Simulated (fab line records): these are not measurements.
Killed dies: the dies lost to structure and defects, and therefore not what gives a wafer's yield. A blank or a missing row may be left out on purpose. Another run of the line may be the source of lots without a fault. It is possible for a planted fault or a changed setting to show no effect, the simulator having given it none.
Which tool did it? | flow nand_harc | 36 wafers from 12 lots sampled at 6 of the route's 1159 steps

## WHAT EACH GAUGE READ, for each wafer
NHARC_A_BONDPAD_THK_MEAS_30: measures by ellipsometry. Usual: thk_nm 200.2 nm, standard deviation 1.4.
lot  | measured     | on            | thk_nm (nm)       | flag
L905 | day 18 09:11 | film_metro-01 | 200.2 202.5 200.3 |
L903 | day 18 09:59 | film_metro-01 | 200.1 199.5 201.1 |
L902 | day 18 13:01 | film_metro-01 | 201.1 200.5 200.6 |
L907 | day 19 00:31 | film_metro-02 | 201.8 200.7 201.8 |
L909 | day 19 06:59 | film_metro-02 | 199.2 198.9 199.5 |
L908 | day 19 08:03 | film_metro-02 | 199.5 200.0 202.9 |
L918 | day 22 04:31 | film_metro-02 | 200.6 200.1 200.7 |
L920 | day 22 06:07 | film_metro-02 | 198.8 200.3 200.5 |
L921 | day 22 15:51 | film_metro-02 | 201.7 201.7 199.7 |
L923 | day 23 04:41 | film_metro-01 | 201.9 201.3 199.9 |
L922 | day 23 11:35 | film_metro-01 | 200.9 198.5 198.8 |
L925 | day 23 16:51 | film_metro-01 | 199.3 201.3 199.9 |

NHARC_A_BONDPAD_CD_MEAS_09: target cd 500 nm. Usual: cd_nm 501.1 nm, standard deviation 2.1.
lot  | measured     | on        | cd_nm (nm)        | flag
L905 | day 18 09:46 | cd_sem-02 | 499.8 502.3 501.6 |
L903 | day 18 10:33 | cd_sem-03 | 499.0 499.9 497.7 |
L902 | day 18 13:35 | cd_sem-01 | 502.4 500.4 503.8 |
L907 | day 19 01:05 | cd_sem-03 | 506.1 500.9 501.9 |
L909 | day 19 07:27 | cd_sem-03 | 499.5 499.6 499.7 |
L908 | day 19 08:37 | cd_sem-03 | 503.0 501.7 499.2 |
L918 | day 22 05:05 | cd_sem-03 | 498.0 499.5 501.7 |
L920 | day 22 06:41 | cd_sem-01 | 499.6 498.8 499.4 |
L921 | day 22 16:25 | cd_sem-01 | 502.5 501.8 500.9 |
L923 | day 23 05:07 | cd_sem-01 | 500.6 502.4 500.2 |
L922 | day 23 12:10 | cd_sem-02 | 501.5 502.6 502.8 |
L925 | day 23 17:17 | cd_sem-03 | 500.2 496.5 498.3 |

NHARC_A_BONDPAD_THK_MEAS_20: measures by xrf. Usual: thk_nm 169.5 nm, standard deviation 1.4.
lot  | measured     | on            | thk_nm (nm)                   | flag
L905 | day 18 12:26 | film_metro-01 | 170.5 172.0 170.3             |
L903 | day 18 13:14 | film_metro-02 | 169.2 171.1 169.7             |
L902 | day 18 16:14 | film_metro-02 | 170.8 168.9 165.2             |
L907 | day 19 03:44 | film_metro-01 | 170.9 172.3 171.0             |
L909 | day 19 10:01 | film_metro-02 | 30.8 28.9 29.2 30.2 28.3 31.4 | OFF
L908 | day 19 11:14 | film_metro-01 | 27.5 28.9 29.2 30.9 30.5 30.1 | OFF
L918 | day 22 07:40 | film_metro-02 | 168.3 170.5 167.2             |
L920 | day 22 09:22 | film_metro-02 | 171.8 170.3 168.4             |
L921 | day 22 19:04 | film_metro-01 | 169.6 170.6 169.7             |
L923 | day 23 08:29 | film_metro-02 | 169.8 169.3 169.0             |
L922 | day 23 14:55 | film_metro-02 | 167.1 169.3 169.7             |
L925 | day 23 19:56 | film_metro-01 | 168.6 166.3 171.4             |

NHARC_END_SORT_01. Usual: defect_limited_yield 95.1 %, standard deviation 1.8; killed_at_array 29, standard deviation 11; killed_at_other 0.5, standard deviation 0.8; killed_at_periphery 3.5, standard deviation 2.8; killed_dies 33, standard deviation 12; killed_open 3.1, standard deviation 1.8; killed_short 1.8, standard deviation 1.4; sort_bin_2_pct 1.5 %, standard deviation 0.65; sort_bin_3_pct 0.24 %, standard deviation 0.21; sort_bin_4_pct 3.1 %, standard deviation 1.2; sort_n_pass 644, standard deviation 12; sort_rim_yield_pct 97.5 %, standard deviation 1.9; sort_yield_pct 95.1 %, standard deviation 1.8.
lot  | measured     | on        | defect_limited_yield (%) | killed_at_array | killed_at_other | killed_at_periphery | killed_dies | killed_open | killed_short | sort_bin_2_pct (%) | sort_bin_3_pct (%) | sort_bin_4_pct (%) | sort_n_pass | sort_rim_yield_pct (%) | sort_yield_pct (%) | flag
L905 | day 19 12:22 | prober-02 | 97.6 97.9 97.2           | 12 10 16        | 0 0 0           | 4 4 3               | 16 14 19    | 4 1 3       | 0 0 4        | 0.9 0.7 1.0        | 0 0 0.15           | 1.5 1.3 1.6        | 661 663 658 | 100.0 98.1 99.1        | 97.6 97.9 97.2     |
L903 | day 20 13:37 | prober-02 | 92.9 95.3 93.2           | 42 23 34        | 2 1 1           | 4 8 11              | 48 32 46    | 3 3 1       | 5 1 2        | 1.0 1.2 1.9        | 0.15 0.30 0        | 5.9 3.2 4.9        | 629 645 631 | 99.1 98.1 97.2         | 92.9 95.3 93.2     |
L902 | day 19 21:14 | prober-02 | 98.5 97.9 99.0           | 9 11 5          | 0 0 0           | 1 3 2               | 10 14 7     | 2 5 4       | 2 1 1        | 0.3 0.6 0.4        | 0.30 0 0           | 0.9 1.5 0.6        | 667 663 670 | 100.0 97.2 99.1        | 98.5 97.9 99.0     |
L907 | day 21 04:28 | prober-02 | 97.9 97.9 97.6           | 13 11 12        | 0 0 0           | 1 3 4               | 14 14 16    | 1 2 4       | 1 1 1        | 0.3 0.7 0.6        | 0.30 0 0           | 1.5 1.3 1.8        | 663 663 661 | 99.1 99.1 99.1         | 97.9 97.9 97.6     |
L918 | day 23 14:38 | prober-02 | 94.2 94.7 94.1           | 33 33 35        | 0 0 1           | 6 3 4               | 39 36 40    | 10 1 6      | 3 2 3        | 1.3 1.6 1.6        | 0.30 0.30 0.30     | 4.1 3.4 4.0        | 638 641 637 | 93.4 95.3 97.2         | 94.2 94.7 94.1     |
L920 | day 23 15:29 | prober-01 | 94.8 97.0 96.5           | 31 16 21        | 1 2 0           | 3 2 3               | 35 20 24    | 7 3 3       | 4 1 4        | 1.3 1.2 1.0        | 0.15 0.15 0.30     | 3.7 1.6 2.2        | 642 657 653 | 96.2 99.1 100.0        | 94.8 97.0 96.5     |
L921 | day 24 06:12 | prober-02 | 92.6 93.5 93.1           | 43 39 44        | 0 0 0           | 7 5 3               | 50 44 47    | 3 1 3       | 2 1 1        | 1.8 1.8 2.1        | 0.59 0.44 0.15     | 5.0 4.3 4.7        | 627 633 630 | 94.3 96.2 96.2         | 92.6 93.5 93.1     |
L923 | day 25 08:32 | prober-01 | 95.9 94.5 94.4           | 27 29 33        | 0 2 1           | 1 6 4               | 28 37 38    | 0 3 2       | 1 0 2        | 0.6 1.0 2.1        | 0.15 0 0.44        | 3.4 4.4 3.1        | 649 640 639 | 100.0 95.3 100.0       | 95.9 94.5 94.4     |
L922 | day 25 01:31 | prober-02 | 93.8 92.3 92.2           | 31 46 42        | 2 1 4           | 9 5 7               | 42 52 53    | 2 3 5       | 0 4 3        | 1.9 1.3 2.4        | 0.44 0.30 0.59     | 3.8 6.1 4.9        | 635 625 624 | 93.4 98.1 97.2         | 93.8 92.3 92.2     |
L925 | day 25 17:10 | prober-01 | 93.9 93.4 95.3           | 36 44 30        | 0 0 0           | 5 1 2               | 41 45 32    | 4 4 4       | 2 2 2        | 1.5 2.1 1.8        | 0.59 0.59 0        | 4.0 4.0 3.0        | 636 632 645 | 98.1 96.2 99.1         | 93.9 93.4 95.3     |

## TOOL THAT RAN EACH LOT (tool first, then ch and the chambers of the sampled wafers, then the start)
lot  | NHARC_A_BONDPAD_ETCH_12                       | NHARC_A_BONDPAD_ECD_18
L905 | rie_diel-09 ch 0,3, day 18 11:19 or earlier   | ecd_cu-01 ch 0,1, day 18 11:19
L903 | rie_diel-09 ch 0,2,3, day 18 12:04 or earlier | ecd_cu-02 ch 0,1, day 18 12:04
L902 | rie_diel-03 ch 1,2,3, day 18 15:11 or earlier | ecd_cu-02 ch 0,1, day 18 15:11
L907 | rie_diel-03 ch 1,2, day 19 02:42 or earlier   | ecd_cu-02 ch 0,1, day 19 02:42
L909 | rie_diel-03 ch 0,2,3, day 19 08:58 or earlier | ecd_cu-01 ch 0,1, day 19 08:58
L908 | rie_diel-03 ch 2,3, day 19 10:18 or earlier   | ecd_cu-01 ch 0,1, day 19 10:18
L918 | rie_diel-03 ch 0,1,2, day 22 06:40 or earlier | ecd_cu-01 ch 1, day 22 06:40
L920 | rie_diel-09 ch 2,3, day 22 08:20 or earlier   | ecd_cu-01 ch 0,1, day 22 08:20
L921 | rie_diel-09 ch 0,1,2, day 22 18:05 or earlier | ecd_cu-02 ch 0,1, day 22 18:05
L923 | rie_diel-09 ch 1,3, day 23 07:25 or earlier   | ecd_cu-01 ch 0,1, day 23 07:25
L922 | rie_diel-09 ch 1,2,3, day 23 13:52 or earlier | ecd_cu-01 ch 0,1, day 23 13:52
L925 | rie_diel-10 ch 0,1,2, day 23 18:51 or earlier | ecd_cu-01 ch 0,1, day 23 18:51
- NHARC_A_BONDPAD_ETCH_12: etches the open film in CHF3/O2, target depth 220 nm, time 110 s.
- NHARC_A_BONDPAD_ECD_18: material Cu, target thk 400 nm.

## WHAT THE TOOLS THEMSELVES READ (means of the sampled wafers that have a number; where no wafer has one, the mark that the record gives instead)
NHARC_A_BONDPAD_ETCH_12. Usual: drypump_motor_current_A 5.9 A, standard deviation 0.59; oes_product_au 0.948 a.u., standard deviation 0.024; rf_vpp_V 370.7 V, standard deviation 2.3; showerhead_plenum_p_Torr 2.41 Torr, standard deviation 0.1; throttle_valve_pct 20.574 %, standard deviation 0.0091.
lot  | tool        | drypump_motor_current_A (A) | oes_product_au (a.u.) | rf_vpp_V (V) | showerhead_plenum_p_Torr (Torr) | throttle_valve_pct (%) | flag
L905 | rie_diel-09 | 6.5                         | 0.957                 | 370.6        | 2.40                            | 20.568                 |
L903 | rie_diel-09 | 6.0                         | 0.920                 | 370.5        | 2.42                            | 20.574                 |
L902 | rie_diel-03 | 5.7                         | 0.931                 | 370.6        | 2.42                            | 20.574                 |
L907 | rie_diel-03 | 5.7                         | 0.928                 | 370.5        | 2.37                            | 20.568                 |
L909 | rie_diel-03 | 5.9                         | 0.921                 | 371.2        | 2.44                            | 20.573                 |
L908 | rie_diel-03 | 5.7                         | 0.929                 | 372.6        | 2.50                            | 20.586                 |
L918 | rie_diel-03 | 5.9                         | 0.925                 | 370.7        | 2.39                            | 20.567                 |
L920 | rie_diel-09 | 6.0                         | 0.926                 | 369.3        | 2.34                            | 20.561                 |
L921 | rie_diel-09 | 5.7                         | 0.961                 | 373.0        | 2.47                            | 20.578                 |
L923 | rie_diel-09 | 6.0                         | 0.974                 | 368.9        | 2.34                            | 20.572                 |
L922 | rie_diel-09 | 5.7                         | 0.929                 | 369.9        | 2.39                            | 20.564                 |
L925 | rie_diel-10 | 6.2                         | 0.958                 | 370.7        | 2.39                            | 20.568                 |

NHARC_A_BONDPAD_ECD_18. Usual: bath_heat_duty_pct 7.0 %, standard deviation 0.73; bath_temp_c 24.99 C, standard deviation 0.1.
lot  | tool      | bath_heat_duty_pct (%) | bath_temp_c (C) | flag
L905 | ecd_cu-01 | 7.0                    | 25.03           |
L903 | ecd_cu-02 | 7.3                    | 24.96           |
L902 | ecd_cu-02 | 6.7                    | 25.02           |
L907 | ecd_cu-02 | 8.0                    | 25.02           |
L909 | ecd_cu-01 | -                      | -               | OFF
L908 | ecd_cu-01 | -                      | -               | OFF
L918 | ecd_cu-01 | 7.2                    | 25.00           |
L920 | ecd_cu-01 | 6.5                    | 25.18           |
L921 | ecd_cu-02 | 7.7                    | 24.93           |
L923 | ecd_cu-01 | 6.6                    | 25.02           |
L922 | ecd_cu-01 | 6.4                    | 24.97           |
L925 | ecd_cu-01 | 6.5                    | 25.05           |

## THE ANSWER, worked out from the rows above alone
Rule: a lot counts as off when the mean over its wafers that have a number is more than 3 standard deviations away from the usual mean. Also off: a lot with no number at a reading for which 4 or more lots have one. The other lots that the step has rows for count as sound. After the gauges, taken in route order, come the tools' own readings; for these a lot's mean is taken, as printed above. At the first step where some lot is off, the reading lying furthest off is the one used; lots without a number count as furthest.
Off at NHARC_A_BONDPAD_THK_MEAS_20 (thk_nm): L909, L908.
If a tool, at a process step before that reading, ran all the lots that are off and no sound lot after the first of them, it fits. Not tried: the gauges at NHARC_A_BONDPAD_THK_MEAS_20; whatever is off there is also off at NHARC_A_BONDPAD_ECD_18, on other tools, and gauge error can't account for it. NHARC_A_BONDPAD_ETCH_12 gives no start for some lots, so the hours and the order of its lots are those of NHARC_A_BONDPAD_ECD_18. None of those tried fits.

## WHAT THE SIMULATOR HAD PUT IN
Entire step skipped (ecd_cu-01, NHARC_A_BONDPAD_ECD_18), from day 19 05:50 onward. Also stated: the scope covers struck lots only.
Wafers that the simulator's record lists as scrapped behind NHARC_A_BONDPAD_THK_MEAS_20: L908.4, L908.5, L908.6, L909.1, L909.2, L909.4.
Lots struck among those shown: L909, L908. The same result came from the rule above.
